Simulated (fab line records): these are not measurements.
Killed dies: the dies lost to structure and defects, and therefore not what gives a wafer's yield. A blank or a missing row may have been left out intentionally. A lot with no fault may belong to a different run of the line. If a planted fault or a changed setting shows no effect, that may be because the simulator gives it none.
The tool behind it: which one? | flow nand_harc | route of 1302 steps, sampled at 1 step: 24 lots, 72 wafers

== WHAT EACH GAUGE READ, for each wafer ==
NHARC_A_SLIT_CD_MEAS_09 targets a cd of 300 nm.
lot  | measured     | on        | cd_nm (nm)
L075 | day 19 16:35 | cd_sem-01 | 298.5 299.1 300.6
L074 | day 19 17:58 | cd_sem-02 | 301.5 300.7 301.5
L076 | day 20 13:53 | cd_sem-03 | 299.8 299.4 299.7
L078 | day 21 00:49 | cd_sem-03 | 300.2 299.9 299.9
L077 | day 21 01:49 | cd_sem-02 | 300.5 301.3 300.4
L080 | day 21 16:19 | cd_sem-03 | 301.1 300.8 300.6
L079 | day 21 18:01 | cd_sem-03 | 300.2 300.5 299.0
L081 | day 22 17:55 | cd_sem-01 | 299.1 300.3 299.1
L083 | day 23 05:52 | cd_sem-03 | 300.9 301.2 300.3
L082 | day 23 09:29 | cd_sem-01 | 299.6 300.6 299.6
L085 | day 23 20:08 | cd_sem-03 | 299.8 300.2 299.8
L084 | day 23 22:37 | cd_sem-01 | 300.4 300.0 300.0
L087 | day 24 16:43 | cd_sem-03 | 299.8 300.0 300.0
L086 | day 24 17:21 | cd_sem-01 | 300.4 300.0 299.5
L088 | day 25 10:07 | cd_sem-01 | 300.2 300.4 299.7
L089 | day 25 10:16 | cd_sem-03 | 299.9 299.7 300.7
L091 | day 26 17:05 | cd_sem-03 | 299.7 299.5 299.6
L090 | day 26 17:14 | cd_sem-02 | 299.6 299.2 299.8
L092 | day 27 05:02 | cd_sem-01 | 300.0 298.5 298.9
L093 | day 27 05:16 | cd_sem-03 | 300.1 301.1 300.5
L094 | day 27 14:56 | cd_sem-03 | 299.9 300.0 298.3
L095 | day 28 12:47 | cd_sem-02 | 300.8 300.2 300.2
L096 | day 29 00:40 | cd_sem-01 | 299.9 299.4 299.9
L097 | day 29 03:50 | cd_sem-01 | 299.2 300.2 299.9

== EACH LOT AND THE TOOL THAT RAN IT (in order: tool; ch and the chambers of the sampled wafers; start) ==
Record: no process step prior to these readings.

== AS READ BY THE TOOLS THEMSELVES (means over the sampled wafers that have a number; for cases with no such wafer, the mark the record gives instead) ==
The record holds no such reading with a usual standard deviation.

== THE ANSWER, worked out from the rows above alone ==
Rule: the lots themselves supply what counts as usual. The widest of any qualifying gaps counts: lots, ordered by their means at a reading, are off when they make up no more than a third of the lots, leave a main group of 4 or more, and stand apart from it by 3 or more times the standard deviation of that group's means. The tables above print the reading to a certain number of digits; a main group whose means all agree to those digits is not used. A lot without any number at a reading at which 4 lots or more have one is off too. Any other lot the step has rows for is counted as sound. First the gauges in route order, then the tools' own readings, where a lot's mean is used as printed above. The first step at which some lot is off is used, and at that step the reading that is off furthest; a lot without a number counts as furthest.
No lot is off on any of the readings shown, so nothing can be concluded from this.

== WHAT THE SIMULATOR HAD PUT IN ==
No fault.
